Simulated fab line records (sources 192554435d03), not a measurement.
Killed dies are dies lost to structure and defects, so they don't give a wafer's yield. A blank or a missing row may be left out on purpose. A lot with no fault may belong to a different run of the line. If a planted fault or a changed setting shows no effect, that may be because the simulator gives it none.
Chamber matching | flow n5-finfet | rie-diel-01 running N5_FIN_CUT_CUT_ETCH_26: 4 sister chambers
The step etches SiNx in CH3F/O2, target depth 39 nm, time 55.7 s. 4 wafers are shown with their chamber, then 7 later ones without.

EACH WAFER AND ITS CHAMBER
wafer  | chamber | drypump-motor-current-A (A)
L081.1 | 0       | 5.1
L081.5 | 2       | 5.6
L087.1 | 1       | 6.0
L087.3 | 3       | 5.4

WAFERS WHOSE CHAMBER IS MISSING
wafer  | drypump-motor-current-A (A)
L087.5 | 5.4
L091.2 | 5.1
L091.4 | 6.0
L091.5 | 5.5
L096.3 | 6.0
L096.4 | 5.0
L096.5 | 5.5

WHICH CHAMBER EACH ONE RAN IN
wafer  | from the rows above     | in truth
L087.5 | 3                       | 3
L091.2 | 0                       | 0
L091.4 | 1                       | 1
L091.5 | can't be placed: 2 or 3 | 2
L096.3 | 1                       | 1
L096.4 | 0                       | 0
L096.5 | can't be placed: 2 or 3 | 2
Correct placement for 5 of the 7. Can't be placed from these rows: 2 (the true chamber is among the candidates in 2). 0 placed wrongly.
How it was worked out, from the rows above alone: a wafer's distance from a chamber is the root of the sum, over the readings, of the square of ((its reading less the chamber's mean) divided by the reading's scatter). If the next closest chamber is less than 2 further off than the closest, the wafer can't be placed; otherwise it belongs to the closest. Each chamber's mean is taken over the wafers shown for it. The scatter: root of mean squared gap, hidden wafer to nearest shown wafer, with one shown wafer a chamber.
